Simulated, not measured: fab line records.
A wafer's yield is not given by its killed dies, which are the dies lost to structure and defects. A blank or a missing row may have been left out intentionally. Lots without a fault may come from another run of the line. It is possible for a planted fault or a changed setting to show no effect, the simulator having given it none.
fab line records -- flow nandHarc
record: lots: 7, wafers: 19, lastDay: 24
route steps=1159 shown A_ONON_D1@424 END@1159
lots that met no fault: taken from a fault-free run of the same line
startH: start of the lot's first displayed wafer, in hours after the record's first day -- waitH: hours since the lot's step before -- " the same as in the row above -- L1.1+2: a row that stands for several wafers -- - no value present, or no start provided -- * or withheld: withheld -- < > ~ a bound
route shown NAME@n: names a module that has steps shown in the file, with the first one's number in the route -- usual: average and standard deviation across the fault-free wafers -- same: alike in all rows -- chamber/n: place in a boat -- sites: readings site by site -- _std_site: their standard deviation -- _edge_site: outer sites' mean less inner sites' -- radiusMm: for every site, how far away it sits from the centre of the wafer -- mask NAME#n: copy n -- behind: the most recent tool/chamber to have shaped the wafer -- hold: cause of the lot's hold/its duration in hours/its outcome -- device: the n, p or np transistor that did not switch -- end of line: the same wafers' tests at the end of the route -- for a step that has no rows: nothing shown but its recipe -- killed: not the wafer's yield, but the dies lost to structure and defects at the first sort -- map: per-die view of a wafer (x killed, . not killed, _ where there is no die)
set.NAME: the setting the step ran with; set.NAME@STEP: the setting that earlier step ran with -- model.NAME: the simulator's own value behind a step, which no gauge read
lots seen at some steps along the route; tables by step, rows by wafer
services: when a tool's chamber went out of use (startH, in hours from the record's first day, below 0 if earlier), for how many hours, and the reason
== steps ==
step: NHARC_A_ONON_D1_DEP_00
recipe: targetThkA: 10000, n2FlowSccm: 2750, n2oFlowSccm: 2000, nh3FlowSccm: 500, sih4FlowSccm: 210, tempC: 400
step: NHARC_A_ONON_D1_THK_MEAS_02
recipe: thkMeasGauge: ellipsometry
usual: thkNm: 997/9.6
lot.wafer,tool,chamber,startH,waitH,thkNm
L141.1,filmMetro-02,-,192.19,-,987
L141.2,filmMetro-02,-,192.19,-,989
L141.4,filmMetro-02,-,192.19,-,989
L146.2,filmMetro-01,-,228.42,-,1010
L146.5,filmMetro-01,-,228.42,-,1011
L146.6,filmMetro-01,-,228.42,-,1010
L148.4,filmMetro-01,-,237.85,-,1006
L148.5,filmMetro-01,-,237.85,-,1007
L148.6,filmMetro-01,-,237.85,-,1007
L150.1,filmMetro-01,-,247.71,-,1006
L150.6,filmMetro-01,-,247.71,-,1005
L152.1,filmMetro-02,-,255.41,-,1012
L152.5,filmMetro-02,-,255.41,-,1012
L155.2,filmMetro-01,-,278.49,-,984
L155.3,filmMetro-01,-,278.49,-,983
L155.5,filmMetro-01,-,278.49,-,984
L157.2,filmMetro-01,-,297.03,-,997
L157.3,filmMetro-01,-,297.03,-,998
L157.5,filmMetro-01,-,297.03,-,998
step: NHARC_A_ONON_D1_DEP_03
recipe: targetThkA: 10000, n2FlowSccm: 2750, n2oFlowSccm: 2000, nh3FlowSccm: 500, sih4FlowSccm: 210, tempC: 400
step: NHARC_A_ONON_D1_THK_MEAS_05
recipe: thkMeasGauge: ellipsometry
usual: thkNm: 997/8.2
lot.wafer,tool,chamber,startH,waitH,thkNm
L141.1,filmMetro-01,-,192.76,-,1005
L141.2,filmMetro-01,-,192.76,-,1007
L141.4,filmMetro-01,-,192.76,-,1007
L146.2,filmMetro-02,-,228.99,-,994
L146.5,filmMetro-02,-,228.99,-,995
L146.6,filmMetro-02,-,228.99,-,996
L148.4,filmMetro-02,-,238.42,-,993
L148.5,filmMetro-02,-,238.42,-,991
L148.6,filmMetro-02,-,238.42,-,992
L150.1,filmMetro-02,-,248.41,-,999
L150.6,filmMetro-02,-,248.41,-,1001
L152.1,filmMetro-01,-,255.98,-,985
L152.5,filmMetro-01,-,255.98,-,985
L155.2,filmMetro-01,-,279.05,-,999
L155.3,filmMetro-01,-,279.05,-,998
L155.5,filmMetro-01,-,279.05,-,998
L157.2,filmMetro-01,-,297.71,-,1006
L157.3,filmMetro-01,-,297.71,-,1004
L157.5,filmMetro-01,-,297.71,-,1004
step: NHARC_A_ONON_D1_DEP_06
recipe: targetThkA: 10000, n2FlowSccm: 2750, n2oFlowSccm: 2000, nh3FlowSccm: 500, sih4FlowSccm: 210, tempC: 400
step: NHARC_A_ONON_D1_THK_MEAS_08
recipe: thkMeasGauge: ellipsometry
usual: thkNm: 998/8.2
lot.wafer,tool,chamber,startH,waitH,thkNm
L141.1,filmMetro-01,-,193.32,-,989
L141.2,filmMetro-01,-,193.32,-,987
L141.4,filmMetro-01,-,193.32,-,992
L146.2,filmMetro-02,-,229.56,-,997
L146.5,filmMetro-02,-,229.56,-,999
L146.6,filmMetro-02,-,229.56,-,999
L148.4,filmMetro-02,-,238.98,-,995
L148.5,filmMetro-02,-,238.98,-,995
L148.6,filmMetro-02,-,238.98,-,996
L150.1,filmMetro-02,-,249.11,-,991
L150.6,filmMetro-02,-,249.11,-,993
L152.1,filmMetro-02,-,256.55,-,989
L152.5,filmMetro-02,-,256.55,-,987
L155.2,filmMetro-01,-,279.62,-,1006
L155.3,filmMetro-01,-,279.62,-,1006
L155.5,filmMetro-01,-,279.62,-,1006
L157.2,filmMetro-01,-,298.27,-,997
L157.3,filmMetro-01,-,298.27,-,999
L157.5,filmMetro-01,-,298.27,-,998
step: NHARC_A_ONON_D1_DEP_09
recipe: targetThkA: 10000, n2FlowSccm: 2750, n2oFlowSccm: 2000, nh3FlowSccm: 500, sih4FlowSccm: 210, tempC: 400
step: NHARC_A_ONON_D1_THK_MEAS_11
recipe: thkMeasGauge: ellipsometry
usual: thkNm: 1000/8.4
lot.wafer,tool,chamber,startH,waitH,thkNm
L141.1,filmMetro-02,-,193.89,-,1014
L141.2,filmMetro-02,-,193.89,-,1014
L141.4,filmMetro-02,-,193.89,-,1011
L146.2,filmMetro-02,-,230.13,-,1001
L146.5,filmMetro-02,-,230.13,-,1002
L146.6,filmMetro-02,-,230.13,-,1002
L148.4,filmMetro-01,-,239.54,-,1000
L148.5,filmMetro-01,-,239.54,-,1001
L148.6,filmMetro-01,-,239.54,-,1001
L150.1,filmMetro-02,-,249.81,-,1006
L150.6,filmMetro-02,-,249.81,-,1005
L152.1,filmMetro-01,-,257.12,-,1001
L152.5,filmMetro-01,-,257.12,-,1000
L155.2,filmMetro-01,-,280.18,-,1009
L155.3,filmMetro-01,-,280.18,-,1008
L155.5,filmMetro-01,-,280.18,-,1008
L157.2,filmMetro-02,-,298.85,-,983
L157.3,filmMetro-02,-,298.85,-,981
L157.5,filmMetro-02,-,298.85,-,980
step: NHARC_A_ONON_D1_DEP_12
recipe: targetThkA: 10000, n2FlowSccm: 2750, n2oFlowSccm: 2000, nh3FlowSccm: 500, sih4FlowSccm: 210, tempC: 400
step: NHARC_A_ONON_D1_THK_MEAS_14
recipe: thkMeasGauge: ellipsometry
usual: thkNm: 1001/11
lot.wafer,tool,chamber,startH,waitH,thkNm
L141.1,filmMetro-01,-,194.46,-,999
L141.2,filmMetro-01,-,194.46,-,998
L141.4,filmMetro-01,-,194.46,-,999
L146.2,filmMetro-01,-,230.73,-,998
L146.5,filmMetro-01,-,230.73,-,997
L146.6,filmMetro-01,-,230.73,-,997
L148.4,filmMetro-02,-,240.11,-,1008
L148.5,filmMetro-02,-,240.11,-,1009
L148.6,filmMetro-02,-,240.11,-,1008
L150.1,filmMetro-01,-,250.51,-,992
L150.6,filmMetro-01,-,250.51,-,995
L152.1,filmMetro-01,-,257.69,-,1016
L152.5,filmMetro-01,-,257.69,-,1017
L155.2,filmMetro-02,-,280.75,-,1000
L155.3,filmMetro-02,-,280.75,-,1000
L155.5,filmMetro-02,-,280.75,-,1001
L157.2,filmMetro-01,-,299.46,-,1007
L157.3,filmMetro-01,-,299.46,-,1008
L157.5,filmMetro-01,-,299.46,-,1008
step: NHARC_A_ONON_D1_ANNEAL_15
recipe: tempC: 750, timeS: 3600
step: NHARC_A_ONON_D1_DEP_16
recipe: targetThkA: 10000, n2FlowSccm: 2750, n2oFlowSccm: 2000, nh3FlowSccm: 500, sih4FlowSccm: 210, tempC: 400
usual: susceptorTempC: 400.01/0.22
lot.wafer,tool,chamber,startH,waitH,susceptorTempC
L141.1,pecvdOnon-02,0,202.34,0.1,399.96
L141.2,pecvdOnon-02,0,202.34,0.1,399.70
L141.4,pecvdOnon-02,0,202.34,0.1,400.20
L146.2,pecvdOnon-03,0,241.54,0.5,400.34
L146.5,pecvdOnon-03,0,241.54,0.5,400.63
L146.6,pecvdOnon-03,0,241.54,0.5,400.54
L148.4,pecvdOnon-02,0,246.85,0.2,399.95
L148.5,pecvdOnon-02,0,246.85,0.2,400.04
L148.6,pecvdOnon-02,0,246.85,0.2,400.19
L150.1,pecvdOnon-02,0,257.53,0.2,399.99
L150.6,pecvdOnon-02,0,257.53,0.2,399.77
L152.1,pecvdOnon-02,0,264.27,0.1,399.90
L152.5,pecvdOnon-02,0,264.27,0.1,400.37
L155.2,pecvdOnon-03,0,288.21,0.1,399.80
L155.3,pecvdOnon-03,0,288.21,0.1,399.92
L155.5,pecvdOnon-03,0,288.21,0.1,399.71
L157.2,pecvdOnon-03,0,306.95,0.1,400.24
L157.3,pecvdOnon-03,0,306.95,0.1,400.22
L157.5,pecvdOnon-03,0,306.95,0.1,400.44
step: NHARC_A_ONON_D1_THK_MEAS_18
recipe: thkMeasGauge: ellipsometry
usual: thkNm: 999/9.7
lot.wafer,tool,chamber,startH,waitH,thkNm
L141.1,filmMetro-02,-,202.85,-,996
L141.2,filmMetro-02,-,202.85,-,995
L141.4,filmMetro-02,-,202.85,-,996
L146.2,filmMetro-02,-,241.99,-,1012
L146.5,filmMetro-02,-,241.99,-,1012
L146.6,filmMetro-02,-,241.99,-,1012
L148.4,filmMetro-01,-,247.19,-,994
L148.5,filmMetro-01,-,247.19,-,452
L148.6,filmMetro-01,-,247.19,-,450
L150.1,filmMetro-01,-,258.04,-,988
L150.6,filmMetro-01,-,258.04,-,445
L152.1,filmMetro-01,-,264.78,-,992
L152.5,filmMetro-01,-,264.78,-,450
L155.2,filmMetro-02,-,288.67,-,993
L155.3,filmMetro-02,-,288.67,-,994
L155.5,filmMetro-02,-,288.67,-,993
L157.2,filmMetro-02,-,307.40,-,1001
L157.3,filmMetro-02,-,307.40,-,1001
L157.5,filmMetro-02,-,307.40,-,1001
step: NHARC_A_ONON_D1_DEP_19
recipe: targetThkA: 10000, n2FlowSccm: 2750, n2oFlowSccm: 2000, nh3FlowSccm: 500, sih4FlowSccm: 210, tempC: 400
step: NHARC_END_SORT_01
recipe: tempC: 25
usual: killedAtArray: 28/11, killedAtOther: 0.6/0.85, killedAtPeriphery: 2.8/2.3, killedDies: 31/11, killedOpen: 3.1/1.6, killedShort: 2.0/1.4
same: grossDies: 677
lot.wafer,tool,chamber,startH,waitH,killedAtArray,killedAtOther,killedAtPeriphery,killedDies,killedOpen,killedShort
L148.5,prober-02,0,526.52,3.7,674,0,3,677,4,2
L148.6,prober-02,0,527.32,4.0,675,0,2,677,2,3
L150.6,prober-02,0,547.74,4.0,676,0,1,677,2,0
L152.5,prober-02,0,554.72,3.7,674,1,2,677,2,2
killed by level:class
L148.5 A_ONON_D1:areaDep=640 A_CHANNEL_HOLE_D1:chamberFilmFlake=13 A_SLIT:chamberFilmFlake=13 A_CONTACT:chamberFilmFlake=2 P_M1:geometricParticle:short=1 P_M2:geometricParticle:open=1 A_ONON_D1:geometricParticle:short=1 A_SGD_CUT:geometricParticle:open=1
L148.6 A_ONON_D1:areaDep=636 A_SLIT:chamberFilmFlake=17 A_CHANNEL_HOLE_D1:chamberFilmFlake=16 P_CONTACT:geometricParticle:short=1 A_SOURCE_PLATE:geometricParticle:short=1 A_CHANNEL_FILL_D1:geometricParticle:short=1 A_CONTACT:geometricParticle:open=1 A_M1:geometricParticle:open=1
L150.6 A_ONON_D1:areaDep=653 A_CHANNEL_HOLE_D1:chamberFilmFlake=15 A_CONTACT:chamberFilmFlake=3 A_STAIRCASE:chamberFilmFlake=2 P_M0:geometricParticle:open=1 A_ONON_D1:geometricParticle:open=1 A_ZERO_WELL:chamberFilmFlake=1 A_CHANNEL_FILL_D1:chamberFilmFlake=1
L152.5 A_ONON_D1:areaDep=666 A_CHANNEL_HOLE_D1:chamberFilmFlake=4 P_M0:geometricParticle:short=1 A_ONON_D1:geometricParticle:open=1 A_CONTACT:geometricParticle:open=1 STARTING-WAFER:geometricParticle:short=1 P_STI:chamberFilmFlake=1 A_ZERO_WELL:chamberFilmFlake=1
map L148.5 (x killed, . not)
____________x____________
_________xxxxxxx_________
_______xxxxxxxxxxx_______
______xxxxxxxxxxxxx______
_____xxxxxxxxxxxxxxx_____
____xxxxxxxxxxxxxxxxx____
____xxxxxxxxxxxxxxxxx____
___xxxxxxxxxxxxxxxxxxx___
___xxxxxxxxxxxxxxxxxxx___
__xxxxxxxxxxxxxxxxxxxxx__
__xxxxxxxxxxxxxxxxxxxxx__
_xxxxxxxxxxxxxxxxxxxxxxx_
_xxxxxxxxxxxxxxxxxxxxxxx_
_xxxxxxxxxxxxxxxxxxxxxxx_
_xxxxxxxxxxxxxxxxxxxxxxx_
_xxxxxxxxxxxxxxxxxxxxxxx_
xxxxxxxxxxxxxxxxxxxxxxxxx
xxxxxxxxxxxxxxxxxxxxxxxxx
xxxxxxxxxxxxxxxxxxxxxxxxx
xxxxxxxxxxxxxxxxxxxxxxxxx
xxxxxxxxxxxxxxxxxxxxxxxxx
_xxxxxxxxxxxxxxxxxxxxxxx_
_xxxxxxxxxxxxxxxxxxxxxxx_
_xxxxxxxxxxxxxxxxxxxxxxx_
_xxxxxxxxxxxxxxxxxxxxxxx_
_xxxxxxxxxxxxxxxxxxxxxxx_
__xxxxxxxxxxxxxxxxxxxxx__
__xxxxxxxxxxxxxxxxxxxxx__
___xxxxxxxxxxxxxxxxxxx___
___xxxxxxxxxxxxxxxxxxx___
____xxxxxxxxxxxxxxxxx____
____xxxxxxxxxxxxxxxxx____
_____xxxxxxxxxxxxxxx_____
______xxxxxxxxxxxxx______
_______xxxxxxxxxxx_______
_________xxxxxxx_________
____________x____________
map L150.6 (x killed, . not)
____________x____________
_________xxxxxxx_________
_______xxxxxxxxxxx_______
______xxxxxxxxxxxxx______
_____xxxxxxxxxxxxxxx_____
____xxxxxxxxxxxxxxxxx____
____xxxxxxxxxxxxxxxxx____
___xxxxxxxxxxxxxxxxxxx___
___xxxxxxxxxxxxxxxxxxx___
__xxxxxxxxxxxxxxxxxxxxx__
__xxxxxxxxxxxxxxxxxxxxx__
_xxxxxxxxxxxxxxxxxxxxxxx_
_xxxxxxxxxxxxxxxxxxxxxxx_
_xxxxxxxxxxxxxxxxxxxxxxx_
_xxxxxxxxxxxxxxxxxxxxxxx_
_xxxxxxxxxxxxxxxxxxxxxxx_
xxxxxxxxxxxxxxxxxxxxxxxxx
xxxxxxxxxxxxxxxxxxxxxxxxx
xxxxxxxxxxxxxxxxxxxxxxxxx
xxxxxxxxxxxxxxxxxxxxxxxxx
xxxxxxxxxxxxxxxxxxxxxxxxx
_xxxxxxxxxxxxxxxxxxxxxxx_
_xxxxxxxxxxxxxxxxxxxxxxx_
_xxxxxxxxxxxxxxxxxxxxxxx_
_xxxxxxxxxxxxxxxxxxxxxxx_
_xxxxxxxxxxxxxxxxxxxxxxx_
__xxxxxxxxxxxxxxxxxxxxx__
__xxxxxxxxxxxxxxxxxxxxx__
___xxxxxxxxxxxxxxxxxxx___
___xxxxxxxxxxxxxxxxxxx___
____xxxxxxxxxxxxxxxxx____
____xxxxxxxxxxxxxxxxx____
_____xxxxxxxxxxxxxxx_____
______xxxxxxxxxxxxx______
_______xxxxxxxxxxx_______
_________xxxxxxx_________
____________x____________
== services ==
tool,chamber,startH,hours,kind
pecvdOnon-02,-,292.00,13.0,pm
== key ==
firstSign: step: NHARC_A_ONON_D1_THK_MEAS_18, reading: thkNm, direction: down, sigmas: 57, usual: 999, struck: 449
effect: step: NHARC_END_SORT_01, reading: killedAtArray, direction: up, sigmas: 57, usual: 28, struck: 675
moreKillsBornAt: NHARC_A_ONON_D1_DEP_16@pecvdOnon-02: 2595
metAt NHARC_A_ONON_D1_DEP_16
struckWafers L148.5,L148.6,L150.6,L152.5
laterRowsLeftOut L148.5,L148.6,L150.6,L152.5
testerLeftOut L148,L150,L152
onsetBetween 202.34 246.85
fault: kind: processParameterDrift, tool: pecvdOnon-02, chamber: -, onsetH: 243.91, steps: NHARC_A_ONON_D1_DEP_16, channel: targetThkA, offset: *, shape: step, endH: 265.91, scope: struckWafersOnly, actsIn: *, stated: *
testerLeftOut: of these lots the tester's yield and bins aren't shown, on N5 and GAA mostly nor the transistor test; their killed dies are dies lost to structure and defects alone, not to doping, threshold or leakage, so they don't give the yield
laterRowsLeftOut: the simulator's readings of these wafers behind a module that went badly wrong aren't trusted and aren't shown, but for the sort
